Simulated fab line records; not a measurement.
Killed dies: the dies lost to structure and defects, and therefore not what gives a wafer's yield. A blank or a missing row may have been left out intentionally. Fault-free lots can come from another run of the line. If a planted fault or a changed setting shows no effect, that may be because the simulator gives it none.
Chamber matching | flow n5-finfet | 4 sister chambers for N5_DUMMY_GATE_HM_OPEN_21 on rie-diel-03
The step chemistry CH3F/O2, target SiNx, target depth 120 nm, time 171.4 s. 4 wafers are shown with their chamber, then 11 later ones without.

## WAFERS WITH THEIR CHAMBER
wafer  | chamber | rf-vpp-V (V)
L082.3 | 3       | 292
L084.6 | 1       | 294
L088.5 | 0       | 317
L089.2 | 2       | 288

## WAFERS MISSING THEIR CHAMBER
wafer  | rf-vpp-V (V)
L089.5 | 291
L089.6 | 318
L091.1 | 288
L091.3 | 291
L091.6 | 288
L093.1 | 317
L093.4 | 290
L093.5 | 289
L094.2 | 292
L094.3 | 318
L094.4 | 289

## EACH ONE'S CHAMBER
wafer  | from the rows above     | in truth
L089.5 | 3                       | 3
L089.6 | 0                       | 0
L091.1 | 2                       | 2
L091.3 | 3                       | 3
L091.6 | 2                       | 2
L093.1 | 0                       | 0
L093.4 | can't be placed: 2 or 3 | 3
L093.5 | 2                       | 2
L094.2 | 3                       | 3
L094.3 | 0                       | 0
L094.4 | 2                       | 2
Correctly placed: 10 of 11. These rows do not allow placing 1 (true chamber among the candidates in 1). Wrongly placed: 0.
How it was worked out, from the rows above alone: a wafer's distance from a chamber is the root of the sum, over the readings, of the square of ((its reading less the chamber's mean) divided by the reading's scatter). If the next closest chamber is less than 2 further off than the closest, the wafer can't be placed; otherwise it belongs to the closest. Each chamber's mean is taken over the wafers shown for it. The scatter: root of mean squared gap, hidden wafer to nearest shown wafer, with one shown wafer a chamber.
